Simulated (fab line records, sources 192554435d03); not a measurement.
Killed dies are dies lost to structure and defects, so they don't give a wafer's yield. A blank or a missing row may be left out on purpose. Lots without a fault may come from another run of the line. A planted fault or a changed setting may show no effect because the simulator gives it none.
Chamber matching | flow n5_finfet | N5_MOL_CONTACT_COAG_VIA_ETCH_117 on rie_diel-04: 4 sister chambers
The step etches SiO2 in C4F6/O2, target depth 40 nm, overetch 8 nm, time 26 s. 4 wafers are shown with their chamber, then 12 later ones without.

WAFERS WITH THEIR CHAMBER
wafer  | chamber | drypump_motor_current_A (A)
L085.4 | 1       | 6.2
L088.4 | 2       | 5.6
L089.2 | 3       | 5.5
L089.5 | 0       | 6.2

WAFERS WITHOUT THEIR CHAMBER
wafer  | drypump_motor_current_A (A)
L090.2 | 6.2
L090.3 | 5.6
L090.6 | 5.6
L094.1 | 5.5
L094.2 | 6.2
L094.3 | 5.5
L095.4 | 6.2
L095.5 | 6.2
L095.6 | 6.3
L097.1 | 6.2
L097.2 | 5.6
L097.5 | 5.5

WHICH CHAMBER EACH WENT THROUGH
wafer  | from the rows above     | in truth
L090.2 | can't be placed: 0 or 1 | 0
L090.3 | 2                       | 2
L090.6 | 2                       | 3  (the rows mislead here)
L094.1 | 3                       | 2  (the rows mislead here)
L094.2 | can't be placed: 0 or 1 | 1
L094.3 | 3                       | 3
L095.4 | can't be placed: 0 or 1 | 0
L095.5 | can't be placed: 0 or 1 | 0
L095.6 | can't be placed: 0 or 1 | 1
L097.1 | can't be placed: 0 or 1 | 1
L097.2 | 2                       | 2
L097.5 | 3                       | 3
Placed correctly: 4 of 12. Can't be placed from these rows: 6 (the true chamber is among the candidates in 6). Placed wrongly: 2.
How it was worked out, from the rows above alone: a wafer's distance from a chamber is the root of the sum, over the readings, of the square of ((its reading less the chamber's mean) divided by the reading's scatter). The wafer belongs to the nearest chamber; if the next one is less than 2 further off, it can't be placed. A chamber's mean is the mean of its shown wafers. The scatter: with one shown wafer a chamber, the root of the mean of the squares of how far each hidden wafer lies from its nearest shown one.
